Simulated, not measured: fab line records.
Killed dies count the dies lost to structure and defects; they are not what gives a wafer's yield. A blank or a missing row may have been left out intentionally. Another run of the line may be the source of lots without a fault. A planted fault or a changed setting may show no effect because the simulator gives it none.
Lot-split experiment + flow n5 finfet + route with 1938 steps; 7 lots, 21 wafers read

## SPLIT DETAILS
At N5_BEOL_M5_TRENCH_ETCH_37 (etches SiCOH lowk in C4F6/O2, target depth 71.652 nm, time 24.7 s), the setting bias w was moved away from the recipe's 185 W on 9 of the 21 wafers read, by +5.0% to +17.4%. This setting was run at the recipe's value on the other wafers.

The split's own step is where the reading is taken.

## THE READING
rf vpp V, in V, at N5_BEOL_M5_TRENCH_ETCH_37 (etches SiCOH lowk in C4F6/O2, target depth 71.652 nm, time 24.7 s). On this fab line, fault-free wafers typically give 667 V with a standard deviation of 14 V.

| wafer  | tool, chamber at the split | bias w as run, W | against the recipe | rf vpp V, V | against lot-mates on the recipe |
|--------|----------------------------|------------------|--------------------|-------------|---------------------------------|
| L076.2 | rie diel-03, 1             | 217.1            | +17.4%             | 737         | +98                             |
| L076.4 | rie diel-03, 2             | 217.1            | +17.4%             | 726         | +87                             |
| L076.5 | rie diel-03, 2             | 185              | recipe             | 639         | -                               |
| L086.1 | rie diel-03, 3             | 213.1            | +15.2%             | 750         | no lot-mate on the recipe       |
| L086.5 | rie diel-03, 0             | 213.1            | +15.2%             | 764         | no lot-mate on the recipe       |
| L086.6 | rie diel-03, 1             | 213.1            | +15.2%             | 726         | no lot-mate on the recipe       |
| L085.1 | rie diel-06, 1             | 185              | recipe             | 644         | -                               |
| L085.2 | rie diel-06, 2             | 185              | recipe             | 678         | -                               |
| L085.4 | rie diel-06, 3             | 185              | recipe             | 668         | -                               |
| L087.1 | rie diel-05, 2             | 185              | recipe             | 661         | -                               |
| L087.4 | rie diel-05, 1             | 185              | recipe             | 684         | -                               |
| L087.6 | rie diel-05, 0             | 185              | recipe             | 666         | -                               |
| L091.2 | rie diel-05, 3             | 206.6            | +11.7%             | 742         | +69                             |
| L091.3 | rie diel-05, 2             | 185              | recipe             | 662         | -                               |
| L091.4 | rie diel-05, 1             | 185              | recipe             | 684         | -                               |
| L095.1 | rie diel-06, 0             | 207              | +11.9%             | 733         | +55                             |
| L095.3 | rie diel-06, 2             | 185              | recipe             | 678         | -                               |
| L095.4 | rie diel-06, 3             | 207              | +11.9%             | 730         | +52                             |
| L096.2 | rie diel-03, 1             | 194.3            | +5.0%              | 677         | +34                             |
| L096.3 | rie diel-03, 2             | 185              | recipe             | 638         | -                               |
| L096.5 | rie diel-03, 1             | 185              | recipe             | 649         | -                               |

THE FIT
A straight line over all 21 wafers: rf vpp V changes by +5.06 V for each +1% of bias w; r = +0.91; the points scatter about the line by 17 V.
The same after taking each lot's own level away (the mean of its wafers on the recipe; 18 wafers): +5.2 V for each +1%; r = +0.96; scatter 9.8 V.
On that fit, the largest move of bias w shifts the reading by 90 V.
The lots' own levels span 639.0 to 678.0 V, that is 2.8 times the standard deviation above.
Consequently the slope shifts little with the lot-to-lot level, the two slopes agreeing.
Check: with one of the wafers moved furthest among these (+17.4%) left out of the fit, the line predicts +87.3 V for it against its lot-mates. Against them it came out at +98 V.
Tool readings at the split's step, against how far the setting was moved: rf vpp V r = +0.91.

## ADDITIONAL SPLITS CARRIED BY THESE WAFERS
Before the reading, these wafers also passed through other splits. Each is held against what the fit with the lots' levels taken away leaves over:
| other split on the same wafers | wafers away from the commonest value | r with rf vpp V (lot level and that fit taken away) |
|--------------------------------|--------------------------------------|-----------------------------------------------------|
| N5_BEOL_M5_EXPOSE_08 dose mj   | 9                                    | -0.21                                               |

## THE FILE'S OWN FIT
rf vpp V changes by +5.31 V for each +1% of bias w, r = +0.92.
